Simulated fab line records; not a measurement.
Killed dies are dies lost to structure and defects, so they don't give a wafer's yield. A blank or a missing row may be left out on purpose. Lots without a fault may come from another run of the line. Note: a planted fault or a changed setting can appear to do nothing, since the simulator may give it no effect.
Chamber matching -- flow n5 finfet -- 4 sister chambers for N5_BEOL_M10_ETCH_62 on rie diel-06
The step etches SOC in N2/H2, target depth 110 nm, overetch 22 nm, time 165 s. 8 wafers are shown with their chamber, then 9 later ones without.

## EACH WAFER AND ITS CHAMBER
wafer,chamber,drypump motor current A (A),showerhead plenum p Torr (Torr)
L086.1,1,5.9,2.69
L086.6,3,4.9,2.67
L089.2,3,5.0,2.66
L089.3,0,5.3,2.57
L089.5,2,5.4,2.56
L090.1,0,5.3,2.57
L090.2,1,5.9,2.68
L090.3,2,5.4,2.56

## WAFERS MISSING THEIR CHAMBER
wafer,drypump motor current A (A),showerhead plenum p Torr (Torr)
L090.4,5.0,2.66
L090.5,5.3,2.57
L090.6,5.9,2.68
L088.1,5.0,2.66
L088.2,5.4,2.56
L088.3,5.3,2.57
L088.4,5.9,2.68
L088.5,5.9,2.68
L088.6,5.4,2.56

## EACH ONE'S CHAMBER
wafer,from the rows above,in truth
L090.4,3,3
L090.5,0,0
L090.6,1,1
L088.1,3,3
L088.2,2,2
L088.3,0,0
L088.4,1,1
L088.5,1,1
L088.6,2,2
Correctly placed: 9 of 9. Can't be placed from these rows: 0. Number placed wrongly: 0.
How it was worked out, from the rows above alone: a wafer's distance from a chamber is the root of the sum, over the readings, of the square of ((its reading less the chamber's mean) divided by the reading's scatter). If the next closest chamber is less than 2 further off than the closest, the wafer can't be placed; otherwise it belongs to the closest. For every chamber, the mean is computed from those of its wafers that are shown. How the scatter is found: for the shown wafers, subtract from each reading the mean of its chamber, square and add these, divide the total by (wafers less chambers), then take the root.
